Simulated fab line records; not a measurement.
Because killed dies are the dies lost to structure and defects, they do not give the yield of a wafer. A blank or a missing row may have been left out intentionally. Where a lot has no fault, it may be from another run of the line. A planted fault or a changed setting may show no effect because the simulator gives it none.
Matching of chambers ; flow n5 finfet ; 4 sister chambers for N5_FIN_CUT_CUT_ETCH_27 on rie diel-02
The step etches SiO2 in CHF3/O2, target depth 4 nm, overetch 2 nm, time 4.9 s. 14 wafers are shown with their chamber, then 7 later ones without.

== WAFERS WITH THEIR CHAMBER ==
wafer;chamber;drypump motor current A (A);showerhead plenum p Torr (Torr);throttle valve pct (%)
L075.1;1;5.6;2.36;18.74
L075.2;2;6.1;2.41;18.67
L075.6;3;5.6;2.37;18.95
L078.1;1;5.7;2.36;18.74
L078.3;0;5.1;2.52;19.20
L078.5;2;6.1;2.41;18.70
L079.1;0;5.1;2.52;19.20
L079.4;1;5.6;2.35;18.74
L079.6;2;6.1;2.41;18.70
L082.2;2;6.1;2.41;18.71
L082.4;1;5.6;2.35;18.78
L082.5;3;5.6;2.36;18.96
L083.1;1;5.6;2.35;18.76
L083.4;2;6.1;2.41;18.72

SIGNATURES, as means of the wafers listed above
reading;chamber 0;chamber 1;chamber 2;chamber 3;scatter within a chamber
drypump motor current A;5.100;5.620;6.100;5.600;0.0283
showerhead plenum p Torr;2.5200;2.3540;2.4100;2.3650;0.00412
throttle valve pct;19.2000;18.7520;18.7000;18.9550;0.0165
Rule: a wafer's distance from a chamber is the root of the sum, over the readings, of the square of ((its reading less the chamber's mean) divided by the reading's scatter). If the next closest chamber is less than 2 further off than the closest, the wafer can't be placed; otherwise it belongs to the closest. The scatter is the square root of a quotient: the sum, over the shown wafers, of each reading's squared deviation from its chamber's mean, divided by wafers minus chambers.

== WAFERS MISSING THEIR CHAMBER ==
wafer;drypump motor current A (A);showerhead plenum p Torr (Torr);throttle valve pct (%)
L083.5;6.1;2.41;18.70
L087.1;5.6;2.36;18.97
L087.5;5.1;2.52;19.23
L087.6;5.7;2.36;18.98
L094.1;5.1;2.51;19.26
L094.2;5.6;2.35;18.80
L094.3;6.1;2.40;18.75

== CHAMBER TAKEN BY EACH ==
wafer;from the rows above;in truth
L083.5;2;2
L087.1;3;3
L087.5;0;0
L087.6;3;3
L094.1;0;0
L094.2;1;1
L094.3;2;2
Correct placement for 7 of the 7. Number that these rows cannot place: 0. Placed wrongly: 0.
